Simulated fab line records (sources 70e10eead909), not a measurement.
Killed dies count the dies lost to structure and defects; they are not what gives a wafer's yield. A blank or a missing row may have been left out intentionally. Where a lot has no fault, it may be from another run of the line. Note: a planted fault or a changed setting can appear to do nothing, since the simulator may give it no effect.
Matching of chambers :: flow nandHarc :: 4 sister chambers for NHARC_P_M2_CMP_23 on cmp-03
The step polishes, t overpolish 20 s, target thk 144.3 nm. 4 wafers are shown with their chamber, then 10 later ones without.

== EACH WAFER AND ITS CHAMBER ==
wafer: L079.3
chamber: 2
timeToEndpointS (s): 25

wafer: L081.4
chamber: 0
timeToEndpointS (s): 31

wafer: L084.1
chamber: 3
timeToEndpointS (s): 27

wafer: L084.5
chamber: 1
timeToEndpointS (s): 27

== WAFERS WITH NO CHAMBER GIVEN ==
wafer: L084.6
timeToEndpointS (s): 27

wafer: L085.2
timeToEndpointS (s): 32

wafer: L085.3
timeToEndpointS (s): 33

wafer: L085.6
timeToEndpointS (s): 29

wafer: L087.1
timeToEndpointS (s): 29

wafer: L087.5
timeToEndpointS (s): 27

wafer: L087.6
timeToEndpointS (s): 27

wafer: L090.2
timeToEndpointS (s): 25

wafer: L090.3
timeToEndpointS (s): 23

wafer: L090.6
timeToEndpointS (s): 27

== WHICH CHAMBER EACH WENT THROUGH ==
wafer: L084.6
from the rows above: can't be placed: 1 or 3 or 2
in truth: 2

wafer: L085.2
from the rows above: 0
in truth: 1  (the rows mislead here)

wafer: L085.3
from the rows above: 0
in truth: 0

wafer: L085.6
from the rows above: can't be placed: 0 or 1 or 3 or 2
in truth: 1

wafer: L087.1
from the rows above: can't be placed: 0 or 1 or 3 or 2
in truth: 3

wafer: L087.5
from the rows above: can't be placed: 1 or 3 or 2
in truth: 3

wafer: L087.6
from the rows above: can't be placed: 1 or 3 or 2
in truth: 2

wafer: L090.2
from the rows above: can't be placed: 2 or 1 or 3
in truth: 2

wafer: L090.3
from the rows above: can't be placed: 2 or 1 or 3
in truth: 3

wafer: L090.6
from the rows above: can't be placed: 1 or 3 or 2
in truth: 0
Correct placement for 1 of the 10. Unplaceable from these rows: 8, with the true chamber sitting among the candidates in 7. 1 placed wrongly.
How it was worked out, from the rows above alone: a wafer's distance from a chamber is the root of the sum, over the readings, of the square of ((its reading less the chamber's mean) divided by the reading's scatter). If the next closest chamber is less than 2 further off than the closest, the wafer can't be placed; otherwise it belongs to the closest. A chamber's mean is the mean of its shown wafers. The scatter: with one shown wafer a chamber, the root of the mean of the squares of how far each hidden wafer lies from its nearest shown one.
